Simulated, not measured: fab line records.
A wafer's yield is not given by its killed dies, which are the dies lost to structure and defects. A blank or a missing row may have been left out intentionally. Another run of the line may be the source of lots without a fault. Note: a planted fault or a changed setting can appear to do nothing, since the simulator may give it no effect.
Matching of chambers + flow n5 finfet + 4 sister chambers for N5_BEOL_M12_ETCH_68 on rie diel-06
The step etches SOC in N2/H2, time 285 s. 14 wafers are shown with their chamber, then 7 later ones without.

## WAFERS, EACH WITH ITS CHAMBER
| wafer  | chamber | showerhead plenum p Torr (Torr) | drypump motor current A (A) | oes product au (a.u.) |
|--------|---------|---------------------------------|-----------------------------|-----------------------|
| L074.1 | 1       | 2.53                            | 5.4                         | 0.76                  |
| L074.3 | 3       | 2.40                            | 6.4                         | 0.69                  |
| L074.6 | 3       | 2.40                            | 6.4                         | 0.70                  |
| L084.1 | 2       | 2.70                            | 5.6                         | 0.88                  |
| L084.2 | 3       | 2.40                            | 6.4                         | 0.68                  |
| L084.3 | 0       | 2.60                            | 5.0                         | 0.94                  |
| L088.2 | 3       | 2.39                            | 6.5                         | 0.68                  |
| L088.3 | 1       | 2.52                            | 5.4                         | 0.73                  |
| L088.5 | 3       | 2.39                            | 6.5                         | 0.67                  |
| L089.2 | 0       | 2.59                            | 5.0                         | 0.90                  |
| L089.5 | 2       | 2.70                            | 5.7                         | 0.86                  |
| L089.6 | 3       | 2.39                            | 6.4                         | 0.68                  |
| L091.1 | 2       | 2.70                            | 5.7                         | 0.86                  |
| L091.2 | 1       | 2.51                            | 5.4                         | 0.72                  |

SIGNATURES (averages over the wafers above)
| reading                  | chamber 0 | chamber 1 | chamber 2 | chamber 3 | scatter within a chamber |
|--------------------------|-----------|-----------|-----------|-----------|--------------------------|
| showerhead plenum p Torr | 2.5950    | 2.5200    | 2.7000    | 2.3950    | 0.00632                  |
| drypump motor current A  | 5.000     | 5.400     | 5.667     | 6.433     | 0.0447                   |
| oes product au           | 0.9200    | 0.7367    | 0.8667    | 0.6833    | 0.0157                   |
Rule: a wafer's distance from a chamber is the root of the sum, over the readings, of the square of ((its reading less the chamber's mean) divided by the reading's scatter). If the next closest chamber is less than 2 further off than the closest, the wafer can't be placed; otherwise it belongs to the closest. How the scatter is found: for the shown wafers, subtract from each reading the mean of its chamber, square and add these, divide the total by (wafers less chambers), then take the root.

## WAFERS WHOSE CHAMBER IS MISSING
| wafer  | showerhead plenum p Torr (Torr) | drypump motor current A (A) | oes product au (a.u.) |
|--------|---------------------------------|-----------------------------|-----------------------|
| L091.6 | 2.51                            | 5.4                         | 0.71                  |
| L092.1 | 2.59                            | 5.0                         | 0.89                  |
| L092.2 | 2.51                            | 5.4                         | 0.71                  |
| L092.4 | 2.59                            | 5.0                         | 0.90                  |
| L095.1 | 2.51                            | 5.4                         | 0.71                  |
| L095.2 | 2.59                            | 5.0                         | 0.89                  |
| L095.6 | 2.51                            | 5.4                         | 0.71                  |

## WHICH CHAMBER EACH WENT THROUGH
| wafer  | from the rows above | in truth |
|--------|---------------------|----------|
| L091.6 | 1                   | 1        |
| L092.1 | 0                   | 0        |
| L092.2 | 1                   | 1        |
| L092.4 | 0                   | 0        |
| L095.1 | 1                   | 1        |
| L095.2 | 0                   | 0        |
| L095.6 | 1                   | 1        |
7 of 7 placed correctly. Left unplaced by these rows: 0. 0 placed wrongly.
